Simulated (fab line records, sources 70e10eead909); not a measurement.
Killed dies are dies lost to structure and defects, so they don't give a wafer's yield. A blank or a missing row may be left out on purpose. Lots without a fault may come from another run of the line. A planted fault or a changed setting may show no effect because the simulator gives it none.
fab line records | flow nand_harc
record lots=24 wafers=72 last_day=34
route steps=1302 shown A_STAIRCASE@790
lots that met no fault: from a run of the same line without faults
start_h: hours from the record's first day to the start of the lot's first wafer shown | wait_h: hours since the lot's step before | " the same as in the row above | L1.1+2: a row that stands for several wafers | - no value, or no start given | * or withheld: withheld | < > ~ a bound
route shown NAME@n: a module of which the file shows steps, and the number in the route of the first | usual: mean/standard deviation of fault-free wafers | same: alike in all rows | chamber/n: place in a boat | sites: the reading at each site | _std_site: their standard deviation | _edge_site: outer sites' mean less inner sites' | radius_mm: how far each site lies from the wafer's centre | mask NAME#n: copy n | behind: the tool/chamber that last shaped the wafer | hold: why the lot was held/for how many hours/how that ended | device: the transistor (n, p or np) that didn't switch | end of line: the same wafers' tests at the end of the route | a step without rows: its recipe alone | killed: dies lost to structure and defects at the first sort, not the wafer's yield | map: a wafer's dies, x killed, . not, _ none there
set.NAME: the setting as run; set.NAME@STEP: as run at that earlier step | model.NAME: the simulator's own value behind a step, which no gauge read
steps of the route over a sample of lots; a table a step, a row a wafer
services: from which hour (start_h, from the record's first day; less than 0 if before it) a tool's chamber was out of use, for how many hours, and why
## steps
# step NHARC_A_STAIRCASE_STRIP_274
# recipe o2_flow_sccm=500 ar_flow_sccm=0 bias_w=0 chemistry=O2
# usual drypump_motor_current_A=6.0/0.32 oes_product_au=1.002/0.013 rf_vpp_V=57.8/0.88 showerhead_plenum_p_Torr=3.53/0.16 throttle_valve_pct=17.038/0.0084
# columns lot.wafer tool chamber start_h wait_h drypump_motor_current_A oes_product_au rf_hours_counter_h rf_vpp_V showerhead_plenum_p_Torr throttle_valve_pct
L074.2 rie_diel-03 1 - - 6.2 0.992 32 56.7 3.28 17.051
L074.1 " 0 " " 6.2 1.026 32 59.3 3.45 17.049
L074.6 " 2 " " 6.0 1.014 - 56.2 3.38 17.031
L075.1 rie_diel-12 1 - - 5.7 0.992 32 56.8 3.37 17.046
L075.2 " 2 " " 5.4 1.026 35 58.2 3.43 17.040
L075.6 " 0 " " 6.1 1.010 - 59.5 3.62 17.032
L076.4 rie_diel-03 0 - - 6.2 1.019 37 58.3 3.45 17.037
L076.3 " 2 " " 6.0 1.006 37 57.7 3.38 17.042
L076.5 " 3 " " 5.9 0.998 - 60.0 3.72 17.041
L077.4 rie_diel-13 3 - - 5.6 1.012 19 57.6 3.31 17.036
L077.1 " 0 " " 6.3 1.004 16 58.7 3.61 17.051
L077.2 " 2 " " 6.5 1.004 18 57.7 3.51 17.030
L078.2 rie_diel-12 0 405.66 2.0 6.0 1.005 44 57.6 3.62 17.038
L078.5 " 0 " " 6.0 0.988 - 58.0 3.62 17.045
L078.6 " 2 " " 5.4 1.016 - 56.3 3.43 17.036
L080.2 rie_diel-13 3 - - 5.6 1.013 23 57.0 3.30 17.038
L080.4 " 2 " " 6.5 0.999 22 56.6 3.51 17.047
L080.6 " 0 " " 6.4 0.991 - 58.6 3.61 17.044
L079.4 rie_diel-03 0 - - 6.2 1.019 51 57.8 3.44 17.035
L079.2 " 1 " " 6.2 0.986 49 56.7 3.27 17.042
L079.3 " 2 " " 6.0 1.001 53 56.8 3.37 17.035
L081.1 rie_diel-03 3 - - 5.9 1.006 59 58.4 3.70 17.027
L081.5 " 1 " " 6.2 0.979 - 57.8 3.27 17.040
L081.6 " 2 " " 6.0 0.986 - 58.2 3.37 17.039
L082.4 rie_diel-12 1 - - 5.7 0.987 1 58.4 3.36 17.047
L082.1 " 2 " " 5.4 0.998 2 58.1 3.42 17.040
L082.5 " 1 " " 5.8 0.991 - 56.8 3.36 17.055
L083.3 rie_diel-12 0 - - 6.0 1.009 3 58.4 3.61 17.032
L083.1 " 1 " " 5.7 0.992 3 57.4 3.36 17.045
L083.5 " 3 " " 5.7 0.981 - 59.1 3.57 17.028
L084.2 rie_diel-13 0 - - 6.3 0.995 46 59.0 3.60 17.030
L084.6 " 1 " " 6.4 0.987 - 58.6 3.79 17.032
L084.5 " 2 " " 6.5 0.997 - 58.6 3.50 17.034
L085.3 rie_diel-03 0 - - 6.1 1.024 5 57.9 3.43 17.040
L085.2 " 2 " " 6.0 0.981 4 56.7 3.36 17.043
L085.5 " 3 " " 5.9 0.978 - 57.3 3.70 17.019
L086.4 rie_diel-13 2 - - 6.5 1.010 48 57.7 3.50 17.026
L086.2 " 0 " " 6.3 0.997 48 57.4 3.60 17.038
L086.5 " 1 " " 6.4 0.983 - 58.3 3.79 17.037
L087.1 rie_diel-12 2 - - 5.4 0.985 16 57.5 3.41 17.036
L087.2 " 3 " " 5.7 1.006 14 58.1 3.56 17.030
L087.5 " 3 " " 5.7 1.007 - 56.8 3.56 17.045
L088.3 rie_diel-03 0 - - 6.2 1.030 12 57.0 3.43 17.041
L088.4 " 1 " " 6.2 1.012 11 59.1 3.80 17.045
L088.1 " 3 " " 5.9 0.982 11 56.4 3.69 17.041
L090.3 rie_diel-03 1 - - 6.2 0.995 22 58.6 3.80 17.029
L090.1 " 3 " " 5.9 0.988 25 59.1 3.69 17.033
L090.5 " 1 " " 6.2 0.999 - 58.4 3.80 17.034
L089.1 rie_diel-03 1 - - 6.2 1.002 23 58.8 3.79 17.034
L089.5 " 1 " " 6.2 0.994 - 59.3 3.79 17.043
L089.6 " 2 " " 6.0 0.998 - 56.9 3.35 17.026
L091.4 rie_diel-12 3 - - 5.7 1.000 30 59.0 3.55 17.044
L091.6 " 2 " " 5.4 1.003 - 57.2 3.41 17.038
L091.5 " 3 " " 5.7 1.021 - 56.9 3.55 17.037
L093.2 rie_diel-13 3 - - 5.6 0.997 15 58.5 3.80 17.057
L093.6 " 3 " " 5.6 0.986 - 58.5 3.80 17.030
L093.5 " 0 " " 6.3 1.020 - 57.5 3.58 17.045
L092.1 rie_diel-12 0 - - 6.0 0.998 33 58.9 3.59 17.036
L092.3 " 2 " " 5.4 0.981 31 57.6 3.41 17.028
L092.5 " 1 " " 5.7 0.978 - 57.6 3.34 17.027
L094.3 rie_diel-13 0 - - 6.4 1.022 17 56.9 3.58 17.051
L094.2 " 2 " " 6.5 1.011 17 58.3 3.48 17.040
L094.5 " 0 " " 6.3 1.030 - 57.5 3.58 17.025
L096.4 rie_diel-03 2 - - 6.0 0.988 41 56.0 3.34 17.050
L096.1 " 0 " " 6.2 1.020 38 57.9 3.41 17.034
L096.6 " 2 " " 6.0 0.987 - 57.0 3.34 17.028
L097.3 rie_diel-12 2 - - 5.4 0.989 39 57.7 3.40 17.038
L097.4 " 3 " " 5.7 1.009 44 59.0 3.54 17.046
L097.2 " 1 " " 5.7 0.980 42 56.7 3.34 17.035
L095.4 rie_diel-13 0 - - 6.3 1.021 23 58.0 3.58 17.044
L095.1 " 1 " " 6.4 0.988 21 59.3 3.77 17.018
L095.6 " 0 " " 6.3 1.021 - 56.4 3.58 17.044
# step NHARC_A_STAIRCASE_DESCUM_291
# recipe time_s=3 o2_flow_sccm=200 ar_flow_sccm=0 bias_power_w=0 chemistry=O2
# usual drypump_motor_current_A=6.0/0.35 oes_product_au=1.001/0.012 rf_vpp_V=57.7/0.89 showerhead_plenum_p_Torr=1.91/0.091 throttle_valve_pct=11.311/0.0084
# same time_s=3
# columns lot.wafer tool chamber start_h wait_h drypump_motor_current_A oes_product_au rf_hours_counter_h rf_vpp_V showerhead_plenum_p_Torr throttle_valve_pct
L074.2 rie_diel-03 3 376.10 - 5.9 1.003 35 58.6 2.02 11.314
L074.1 " 0 " " 6.2 1.024 33 56.6 1.87 11.307
L074.6 " 3 " " 5.9 1.007 - 57.9 2.02 11.313
L075.1 rie_diel-03 1 387.59 - 6.2 0.991 37 56.6 1.77 11.329
L075.2 " 2 " " 6.0 1.004 37 58.7 1.83 11.316
L075.6 " 0 " " 6.2 1.019 - 58.4 1.87 11.302
L076.3 rie_diel-13 2 389.10 - 6.5 1.001 12 58.6 1.91 11.315
L076.4 " 3 " " 5.5 1.025 11 57.0 1.79 11.310
L076.5 " 1 " " 6.4 0.984 - 57.2 2.07 11.310
L077.2 rie_diel-12 0 406.23 - 6.0 1.008 45 58.3 1.97 11.315
L077.1 " 2 " " 5.4 1.018 44 56.3 1.86 11.317
L077.4 " 2 " " 5.4 1.015 - 57.1 1.86 11.321
L078.2 rie_diel-13 1 410.84 - 6.5 0.983 17 57.0 2.07 11.298
L078.6 " 0 " " 6.3 0.980 - 57.6 1.96 11.315
L078.5 " 1 " " 6.4 0.992 - 59.0 2.07 11.312
L080.2 rie_diel-13 2 420.40 - 6.5 1.010 23 58.1 1.90 11.318
L080.4 " 3 " " 5.6 1.008 23 56.6 1.78 11.316
L080.6 " 3 " " 5.5 1.003 - 56.7 1.78 11.306
L079.4 rie_diel-12 0 421.92 - 6.0 1.009 48 58.0 1.96 11.309
L079.3 " 1 " " 5.7 1.005 38 57.6 1.82 11.313
L079.2 " 2 " " 5.4 1.013 47 59.4 1.85 11.317
L081.1 rie_diel-03 2 438.96 - 6.0 0.992 58 57.9 1.82 11.309
L081.6 " 3 " " 5.9 1.001 - 57.4 2.02 11.337
L081.5 " 0 " " 6.1 1.027 - 57.6 1.86 11.313
L082.1 rie_diel-13 2 464.10 - 6.5 1.004 38 56.8 1.90 11.307
L082.4 " 0 " " 6.3 0.995 40 58.1 1.96 11.315
L082.5 " 3 " " 5.6 1.010 - 57.9 1.78 11.321
L083.1 rie_diel-12 2 465.01 - 5.4 0.994 5 57.6 1.85 11.294
L083.3 " 1 " " 5.8 0.986 5 57.2 1.82 11.302
L083.5 " 2 " " 5.4 1.003 - 56.4 1.85 11.317
L084.2 rie_diel-13 2 480.28 - 6.5 1.010 46 58.4 1.89 11.325
L084.6 " 3 " " 5.5 0.996 - 58.5 1.77 11.310
L084.5 " 0 " " 6.3 1.004 - 58.5 1.95 11.319
L085.2 rie_diel-12 2 485.28 - 5.4 0.987 9 57.3 1.85 11.310
L085.3 " 0 " " 6.0 0.999 11 57.7 1.96 11.310
L085.5 " 3 " " 5.7 0.994 - 57.9 1.93 11.311
L086.4 rie_diel-12 0 490.70 - 6.0 1.011 13 57.7 1.96 11.306
L086.2 " 2 " " 5.4 0.987 11 57.9 1.85 11.328
L086.5 " 1 " " 5.7 0.986 - 57.1 1.81 11.313
L087.2 rie_diel-13 0 515.43 - 6.3 1.002 55 57.1 1.95 11.312
L087.1 " 2 " " 6.5 1.006 54 56.4 1.89 11.306
L087.5 " 2 " " 6.5 1.013 - 57.9 1.89 11.294
L088.1 rie_diel-03 1 517.16 - 6.2 1.004 12 57.0 2.07 11.313
L088.3 " 2 " " 6.0 0.979 11 57.9 1.82 11.314
L088.4 " 3 " " 5.9 0.976 11 58.6 2.01 11.316
L090.3 rie_diel-03 0 548.31 - 6.1 1.024 24 56.3 1.85 11.309
L090.1 " 2 " " 6.0 0.999 27 55.9 1.81 11.322
L090.5 " 0 " " 6.2 1.015 - 56.7 1.85 11.299
L089.1 rie_diel-12 0 549.41 - 6.1 0.996 28 59.4 1.95 11.308
L089.6 " 1 " " 5.7 0.988 - 57.1 1.81 11.324
L089.5 " 2 " " 5.4 0.989 - 56.8 1.84 11.314
L091.4 rie_diel-12 3 552.51 - 5.7 1.001 31 57.5 1.93 11.318
L091.6 " 0 " " 6.0 1.002 - 57.5 1.95 11.318
L091.5 " 1 " " 5.7 0.990 - 58.8 1.81 11.307
L093.2 rie_diel-13 1 567.37 - 6.4 0.995 13 59.2 2.06 11.295
L093.6 " 0 " " 6.3 1.017 - 57.7 1.95 11.321
L093.5 " 1 " " 6.4 1.002 - 58.2 2.06 11.305
L092.1 rie_diel-13 2 571.17 - 6.5 1.012 17 57.3 1.89 11.298
L092.3 " 3 " " 5.6 0.999 18 59.3 2.07 11.325
L092.5 " 1 " " 6.4 0.999 - 57.1 2.06 11.294
L094.3 rie_diel-12 0 575.38 - 6.0 1.010 36 57.2 1.95 11.315
L094.2 " 2 " " 5.4 0.987 35 57.2 1.84 11.308
L094.5 " 0 " " 6.1 1.007 - 57.1 1.95 11.318
L096.1 rie_diel-12 1 596.83 - 5.7 0.983 42 55.4 1.80 11.314
L096.4 " 2 " " 5.4 0.989 39 56.3 1.84 11.309
L096.6 " 3 " " 5.7 0.991 - 58.6 1.92 11.321
L097.4 rie_diel-13 2 600.05 - 6.5 1.006 23 55.7 1.88 11.313
L097.2 " 3 " " 5.5 0.990 25 58.7 2.07 11.307
L097.3 " 0 " " 6.3 1.024 23 57.9 1.94 11.309
L095.1 rie_diel-03 2 601.82 - 6.0 0.998 43 58.2 1.81 11.297
L095.4 " 1 " " 6.2 1.004 39 58.8 2.06 11.315
L095.6 " 2 " " 6.0 0.991 - 57.7 1.81 11.322
# step NHARC_A_STAIRCASE_ETCH_453
# recipe target_depth_a=300 overetch_a=30 time_s=16.5 ion_energy_ev=100 cf4_flow_sccm=80 o2_flow_sccm=20 ar_flow_sccm=0 rf_w=300 bias_w=100 chemistry=CF4/O2
# usual drypump_motor_current_A=5.9/0.33 oes_o_777_au=1.000/0.0048 oes_product_au=1.000/0.013 rf_vpp_V=197.8/1.4 showerhead_plenum_p_Torr=1.33/0.062 throttle_valve_pct=13.399/0.0091
# same time_s=16.5
# columns lot.wafer tool chamber start_h wait_h drypump_motor_current_A oes_o_777_au oes_product_au rf_hours_counter_h rf_vpp_V showerhead_plenum_p_Torr throttle_valve_pct
L074.2 rie_diel-13 3 - - 5.6 0.989 1.007 10 194.7 1.25 13.411
L074.1 " 0 " " 6.3 1.005 0.989 9 198.5 1.37 13.386
L074.6 " 1 " " 6.4 1.000 0.982 - 198.6 1.44 13.399
L075.2 rie_diel-12 2 397.84 0.1 5.4 1.005 1.009 39 196.5 1.30 13.392
L075.1 " 0 " " 6.1 1.003 0.999 40 198.8 1.37 13.378
L075.6 " 0 " " 6.0 1.005 0.992 - 198.3 1.37 13.402
L076.4 rie_diel-03 0 - - 6.1 0.999 1.012 46 196.8 1.30 13.402
L076.3 " 1 " " 6.2 1.006 0.996 44 194.3 1.23 13.410
L076.5 " 0 " " 6.1 0.992 1.018 - 196.7 1.30 13.386
L077.2 rie_diel-12 0 - - 6.0 1.004 0.998 46 198.1 1.37 13.403
L077.1 " 1 " " 5.7 1.007 0.995 36 197.4 1.27 13.405
L077.4 " 2 " " 5.4 0.994 1.014 45 194.8 1.29 13.404
L078.2 rie_diel-12 3 - - 5.7 1.003 1.014 44 198.6 1.35 13.407
L078.5 " 1 " " 5.7 0.988 1.018 - 196.5 1.27 13.406
L078.6 " 2 " " 5.4 1.006 1.025 - 197.8 1.29 13.396
L080.2 rie_diel-12 3 - - 5.7 0.996 1.015 45 196.8 1.35 13.402
L080.4 " 0 " " 6.0 0.994 1.007 49 198.2 1.37 13.401
L080.6 " 1 " " 5.7 0.999 0.999 - 196.6 1.27 13.406
L079.4 rie_diel-03 1 - - 6.2 0.999 0.984 50 196.5 1.23 13.404
L079.3 " 3 " " 5.9 1.000 1.008 56 200.7 1.41 13.392
L079.2 " 0 " " 6.1 0.989 1.031 52 197.2 1.30 13.388
L081.1 rie_diel-13 2 - - 6.5 0.995 1.004 30 198.1 1.33 13.398
L081.6 " 2 " " 6.5 0.998 1.017 - 198.0 1.33 13.403
L081.5 " 3 " " 5.6 0.989 0.999 - 195.5 1.24 13.387
L082.4 rie_diel-13 2 - - 6.5 1.005 1.007 41 197.2 1.32 13.408
L082.1 " 1 " " 6.4 1.007 0.972 29 200.1 1.44 13.404
L082.5 " 3 " " 5.6 1.005 1.007 - 196.4 1.24 13.403
L083.3 rie_diel-03 0 - - 6.2 1.008 1.025 2 197.8 1.30 13.390
L083.1 " 1 " " 6.2 0.997 1.004 2 200.0 1.45 13.402
L083.5 " 2 " " 6.0 0.996 0.992 - 197.0 1.27 13.393
L084.2 rie_diel-03 3 - - 5.9 0.994 0.981 5 201.3 1.40 13.399
L084.6 " 0 " " 6.2 1.003 1.014 - 196.8 1.30 13.379
L084.5 " 1 " " 6.2 1.005 0.997 - 198.3 1.44 13.399
L085.2 rie_diel-12 0 - - 6.1 1.000 1.001 13 197.7 1.36 13.410
L085.3 " 1 " " 5.7 1.003 0.996 13 196.0 1.27 13.382
L085.5 " 2 " " 5.4 1.003 0.993 - 198.1 1.29 13.395
L086.2 rie_diel-12 1 - - 5.7 1.003 0.999 15 194.8 1.27 13.401
L086.4 " 0 " " 6.1 1.001 1.020 15 199.1 1.36 13.390
L086.5 " 2 " " 5.4 1.005 0.990 - 198.0 1.29 13.408
L087.1 rie_diel-03 3 - - 5.9 0.997 0.987 16 198.2 1.40 13.390
L087.2 " 1 " " 6.2 0.990 1.006 15 199.8 1.44 13.388
L087.5 " 3 " " 5.9 1.003 0.999 - 199.5 1.40 13.401
L088.4 rie_diel-03 1 - - 6.1 0.993 1.010 15 200.3 1.44 13.408
L088.3 " 2 " " 6.0 1.007 0.990 16 197.8 1.27 13.402
L088.1 " 3 " " 5.9 0.999 0.992 16 199.8 1.40 13.393
L090.1 rie_diel-13 3 - - 5.6 0.999 0.999 13 200.4 1.44 13.398
L090.3 " 1 " " 6.4 1.001 0.990 11 198.4 1.43 13.389
L090.5 " 3 " " 5.6 1.002 0.993 - 200.7 1.44 13.408
L089.1 rie_diel-12 1 - - 5.7 0.997 0.991 33 196.8 1.26 13.401
L089.5 " 1 " " 5.7 0.997 0.994 - 196.9 1.26 13.399
L089.6 " 2 " " 5.4 1.003 0.980 - 197.3 1.29 13.383
L091.4 rie_diel-12 1 - - 5.7 1.011 0.997 34 197.2 1.26 13.386
L091.5 " 3 " " 5.7 1.004 1.011 - 198.5 1.34 13.387
L091.6 " 0 " " 6.0 0.997 1.001 - 197.5 1.36 13.404
L093.2 rie_diel-03 2 - - 6.0 0.995 0.989 35 195.5 1.26 13.406
L093.5 " 2 " " 6.0 0.997 0.996 - 196.8 1.26 13.419
L093.6 " 0 " " 6.1 0.999 1.026 - 196.8 1.29 13.397
L092.1 rie_diel-13 2 - - 6.5 1.001 1.003 19 196.4 1.32 13.419
L092.3 " 3 " " 5.6 1.005 0.995 20 200.4 1.44 13.405
L092.5 " 3 " " 5.5 0.995 0.979 - 199.6 1.44 13.390
L094.2 rie_diel-12 1 - - 5.7 0.997 0.978 40 196.5 1.26 13.402
L094.3 " 2 " " 5.4 0.993 0.985 37 196.2 1.29 13.391
L094.5 " 1 " " 5.7 1.000 0.988 - 196.4 1.26 13.394
L096.1 rie_diel-12 0 - - 6.0 0.999 1.004 41 196.8 1.36 13.400
L096.4 " 3 " " 5.7 1.004 0.998 45 198.6 1.34 13.408
L096.6 " 1 " " 5.7 0.992 0.982 - 196.4 1.26 13.382
L097.3 rie_diel-13 2 - - 6.5 0.998 1.010 24 197.9 1.31 13.393
L097.2 " 0 " " 6.3 1.000 1.018 24 197.8 1.35 13.395
L097.4 " 1 " " 6.4 0.998 0.989 22 199.9 1.43 13.404
L095.1 rie_diel-12 0 - - 6.0 0.998 0.989 44 197.8 1.36 13.394
L095.4 " 2 " " 5.4 0.998 0.978 44 198.2 1.28 13.386
L095.6 " 1 " " 5.7 1.004 0.980 - 196.0 1.26 13.407
# step NHARC_A_STAIRCASE_STRIP_446
# recipe power_w=1500 temp_c=250 chemistry=O2
# usual drypump_motor_current_A=5.7/0.49 heater_power_w=348/52
# columns lot.wafer tool chamber start_h wait_h drypump_motor_current_A heater_power_w rf_hours_counter_h
L074.2 plasma_asher-01 0 437.97 0.0 6.3 281 21
L074.1 " 1 " " 5.4 402 21
L074.6 " 0 " " 6.3 269 -
L075.1 plasma_asher-01 0 438.24 0.2 6.3 275 21
L075.2 " 1 " " 5.4 411 21
L075.6 " 0 " " 6.3 268 -
L076.4 plasma_asher-02 0 452.99 0.1 6.1 357 -
L076.3 " 1 " " 5.0 356 -
L076.5 " 1 " " 5.0 344 -
L077.2 plasma_asher-01 1 462.04 0.0 5.4 416 25
L077.1 " 0 " " 6.3 268 25
L077.4 " 1 " " 5.4 403 -
L078.2 plasma_asher-02 0 462.24 0.0 6.0 361 6
L078.6 " 0 " " 6.0 363 -
L078.5 " 1 " " 5.0 359 -
L080.2 plasma_asher-02 0 474.24 0.2 6.0 362 9
L080.4 " 1 " " 5.0 342 -
L080.6 " 0 " " 6.0 363 -
L079.2 plasma_asher-02 0 474.52 0.2 6.1 349 10
L079.3 " 1 " " 5.0 350 -
L079.4 " 0 " " 6.1 356 -
L081.1 plasma_asher-01 1 493.36 0.1 5.4 404 30
L081.5 " 0 " " 6.3 262 -
L081.6 " 1 " " 5.4 418 -
L082.1 plasma_asher-02 0 524.07 0.1 6.0 364 19
L082.4 " 1 " " 5.0 350 -
L082.5 " 0 " " 6.0 355 -
L083.1 plasma_asher-02 1 525.83 0.9 5.0 354 21
L083.3 " 0 " " 6.1 356 -
L083.5 " 0 " " 6.1 355 -
L084.2 plasma_asher-01 1 535.54 0.1 5.4 409 2
L084.6 " 0 " " 6.3 271 -
L084.5 " 1 " " 5.4 406 -
L086.2 plasma_asher-01 0 543.91 0.1 6.3 270 3
L086.4 " 0 " " 6.3 273 -
L086.5 " 1 " " 5.3 412 -
L085.2 plasma_asher-02 1 544.78 0.1 5.0 350 25
L085.3 " 0 " " 6.0 365 -
L085.5 " 0 " " 6.0 366 -
L088.1 plasma_asher-02 0 573.08 0.0 6.1 361 30
L088.4 " 0 " " 6.0 367 -
L088.3 " 1 " " 5.0 351 -
L087.1 plasma_asher-01 0 573.96 0.0 6.3 280 9
L087.2 " 1 " " 5.4 412 9
L087.5 " 0 " " 6.3 273 -
L090.1 plasma_asher-01 0 607.48 0.0 6.3 281 15
L090.3 " 0 " " 6.3 274 -
L090.5 " 1 " " 5.4 424 -
L089.1 plasma_asher-01 1 610.30 0.0 5.3 416 16
L089.5 " 1 " " 5.3 409 -
L089.6 " 0 " " 6.3 272 -
L091.4 plasma_asher-01 1 616.18 0.2 5.4 423 -
L091.5 " 0 " " 6.3 278 -
L091.6 " 1 " " 5.4 419 -
L093.2 plasma_asher-01 1 623.37 0.1 5.4 407 19
L093.6 " 1 " " 5.4 413 -
L093.5 " 0 " " 6.3 276 -
L094.2 plasma_asher-02 0 623.66 0.0 6.0 344 3
L094.3 " 1 " " 5.0 351 -
L094.5 " 1 " " 5.0 345 -
L092.1 plasma_asher-02 1 624.56 0.1 5.0 346 3
L092.3 " 1 " " 5.0 353 -
L092.5 " 0 " " 6.1 345 -
L097.2 plasma_asher-02 1 653.40 0.0 5.0 342 10
L097.4 " 1 " " 5.0 345 -
L097.3 " 0 " " 6.0 345 -
L096.1 plasma_asher-01 1 653.59 0.1 5.4 412 26
L096.4 " 1 " " 5.4 408 -
L096.6 " 0 " " 6.3 276 -
L095.1 plasma_asher-01 0 657.86 0.1 6.3 281 28
L095.4 " 0 " " 6.3 274 -
L095.6 " 0 " " 6.3 277 -
# step NHARC_A_STAIRCASE_CMP_472
# recipe material=SiO2
# usual motor_current_A=12.0/1.1 slurry_filter_dp_kPa=13.51/0.13
# columns lot.wafer tool chamber start_h wait_h motor_current_A slurry_filter_dp_kPa
L074.2 cmp-04 1 440.28 0.2 13.2 13.62
L074.1 " 3 " " 13.8 13.60
L074.6 " 1 " " 13.7 13.26
L075.2 cmp-03 1 440.49 0.2 12.3 13.62
L075.1 " 0 " " 10.8 13.61
L075.6 " 2 " " 11.5 13.47
L076.3 cmp-03 2 455.14 0.2 11.1 13.44
L076.4 " 3 " " 12.0 13.37
L076.5 " 3 " " 12.2 13.55
L077.2 cmp-03 1 464.44 0.2 12.1 13.43
L077.4 " 2 " " 11.2 13.57
L077.1 " 3 " " 11.8 13.49
L078.2 cmp-04 3 464.75 0.4 14.1 13.44
L078.5 " 0 " " 10.7 13.56
L078.6 " 1 " " 13.4 13.32
L080.2 cmp-02 2 476.46 0.2 11.4 13.42
L080.4 " 0 " " 12.6 13.55
L080.6 " 1 " " 13.4 13.50
L079.2 cmp-03 3 476.74 0.2 11.8 13.59
L079.3 " 1 " " 12.6 13.37
L079.4 " 2 " " 11.4 13.32
L081.1 cmp-03 2 495.83 0.2 11.0 13.63
L081.5 " 1 " " 12.3 13.47
L081.6 " 2 " " 11.7 13.56
L082.1 cmp-02 1 526.30 0.2 14.2 13.49
L082.4 " 3 " " 12.1 13.31
L082.5 " 1 " " 13.6 13.54
L083.3 cmp-03 3 528.02 0.2 12.2 13.42
L083.1 " 1 " " 12.1 13.71
L083.5 " 3 " " 12.0 13.48
L084.2 cmp-04 1 537.81 0.3 13.1 13.18
L084.5 " 2 " " 9.8 13.47
L084.6 " 3 " " 13.5 13.63
L086.4 cmp-04 3 546.14 0.2 14.1 13.49
L086.2 " 1 " " 13.2 13.61
L086.5 " 2 " " 9.7 13.24
L085.2 cmp-03 3 547.17 0.3 12.4 13.44
L085.3 " 1 " " 12.8 13.64
L085.5 " 3 " " 11.7 13.64
L088.3 cmp-03 3 575.32 0.2 11.8 13.57
L088.1 " 0 " " 10.9 13.34
L088.4 " 2 " " 11.3 13.48
L087.1 cmp-02 2 576.23 0.3 11.7 13.61
L087.2 " 3 " " 12.1 13.58
L087.5 " 1 " " 13.6 13.50
L090.1 cmp-04 2 609.74 0.3 9.8 13.39
L090.3 " 0 " " 10.8 13.35
L090.5 " 1 " " 13.0 13.65
L089.1 cmp-02 1 612.56 0.2 13.7 13.49
L089.5 " 1 " " 13.6 13.43
L089.6 " 2 " " 11.3 13.70
L091.4 cmp-02 0 618.36 0.2 11.9 13.37
L091.6 " 1 " " 13.6 13.51
L091.5 " 2 " " 11.5 13.58
L093.2 cmp-04 0 625.85 0.2 10.3 13.65
L093.5 " 0 " " 10.7 13.45
L093.6 " 1 " " 13.5 13.74
L094.2 cmp-03 0 626.02 0.2 11.2 13.58
L094.3 " 1 " " 12.4 13.44
L094.5 " 0 " " 10.7 13.50
L092.3 cmp-03 2 627.23 0.2 11.0 13.36
L092.1 " 1 " " 12.6 13.50
L092.5 " 3 " " 12.0 13.73
L097.3 cmp-02 0 655.72 0.2 12.0 13.27
L097.4 " 2 " " 11.1 13.40
L097.2 " 3 " " 11.8 13.47
L096.1 cmp-04 2 655.84 0.3 9.9 13.60
L096.4 " 3 " " 13.6 13.42
L096.6 " 1 " " 13.3 13.58
L095.4 cmp-03 1 660.09 0.1 12.2 13.48
L095.1 " 2 " " 11.5 13.66
L095.6 " 0 " " 11.8 13.23
# step NHARC_A_STAIRCASE_INSPECT_155
# usual raw_defect_count=401/120
# columns lot.wafer tool chamber start_h wait_h raw_defect_count
L074.1 defect_inspect-02 - 440.59 0.1 528
L074.2 " - " " 407
L074.6 " - " " 465
L075.1 defect_inspect-02 - 440.84 0.1 264
L075.2 " - " " 505
L075.6 " - " " 435
L076.3 defect_inspect-02 - 455.48 0.1 265
L076.4 " - " " 435
L076.5 " - " " 436
L077.1 defect_inspect-01 - 464.78 0.1 345
L077.2 " - " " 373
L077.4 " - " " 456
L078.2 defect_inspect-01 - 465.02 0.1 387
L078.5 " - " " 490
L078.6 " - " " 515
L080.2 defect_inspect-01 - 476.78 0.1 407
L080.4 " - " " 549
L080.6 " - " " 601
L079.2 defect_inspect-01 - 477.08 0.1 259
L079.3 " - " " 249
L079.4 " - " " 280
L081.1 defect_inspect-01 - 496.14 0.1 373
L081.5 " - " " 422
L081.6 " - " " 582
L082.1 defect_inspect-01 - 526.64 0.1 429
L082.4 " - " " 577
L082.5 " - " " 484
L083.1 defect_inspect-02 - 528.37 0.1 376
L083.3 " - " " 355
L083.5 " - " " 443
L084.2 defect_inspect-02 - 538.08 0.1 339
L084.5 " - " " 305
L084.6 " - " " 349
L086.2 defect_inspect-02 - 546.46 0.1 431
L086.4 " - " " 483
L086.5 " - " " 308
L085.2 defect_inspect-02 - 547.49 0.1 261
L085.3 " - " " 363
L085.5 " - " " 355
L088.1 defect_inspect-02 - 575.66 0.1 302
L088.3 " - " " 262
L088.4 " - " " 355
L087.1 defect_inspect-01 - 576.54 0.1 348
L087.2 " - " " 367
L087.5 " - " " 321
L090.1 defect_inspect-02 - 610.06 0.1 647
L090.3 " - " " 553
L090.5 " - " " 710
L089.1 defect_inspect-02 - 612.91 0.1 534
L089.5 " - " " 470
L089.6 " - " " 822
L091.4 defect_inspect-01 - 618.63 0.1 265
L091.5 " - " " 197
L091.6 " - " " 315
L093.2 defect_inspect-01 - 626.19 0.1 597
L093.5 " - " " 466
L093.6 " - " " 452
L094.2 defect_inspect-02 - 626.36 0.1 339
L094.3 " - " " 223
L094.5 " - " " 355
L092.1 defect_inspect-01 - 627.57 0.1 247
L092.3 " - " " 238
L092.5 " - " " 252
L097.2 defect_inspect-02 - 656.06 0.1 359
L097.3 " - " " 287
L097.4 " - " " 362
L096.1 defect_inspect-01 - 656.13 0.1 394
L096.4 " - " " 287
L096.6 " - " " 227
L095.1 defect_inspect-02 - 660.40 0.1 228
L095.4 " - " " 363
L095.6 " - " " 259
## services
# columns tool chamber start_h hours kind
cmp-03 - 357.78 0.6 repair
cmp-03 - 388.27 2.0 repair
rie_diel-12 3 391.16 15.7 repair
rie_diel-12 1 393.31 17.1 repair
rie_diel-03 0 407.54 3.3 repair
plasma_asher-02 - 421.78 4.5 repair
cmp-03 - 423.42 1.2 repair
rie_diel-13 1 436.55 14.8 repair
rie_diel-03 - 460.50 9.0 pm
plasma_asher-01 - 469.08 8.6 repair
plasma_asher-01 - 485.14 2.0 repair
rie_diel-13 1 511.94 4.5 repair
plasma_asher-01 - 519.39 9.0 pm
rie_diel-13 - 519.68 9.0 pm
rie_diel-12 0 537.58 4.4 repair
plasma_asher-01 - 564.48 0.5 repair
rie_diel-03 3 568.58 8.0 repair
plasma_asher-01 - 578.80 3.8 repair
rie_diel-13 0 613.37 7.5 repair
rie_diel-12 - 623.76 9.0 pm
rie_diel-03 1 628.30 3.7 repair
rie_diel-13 0 632.18 10.7 repair
rie_diel-03 - 637.51 9.0 pm
rie_diel-13 1 639.12 3.0 repair
## key
fault none
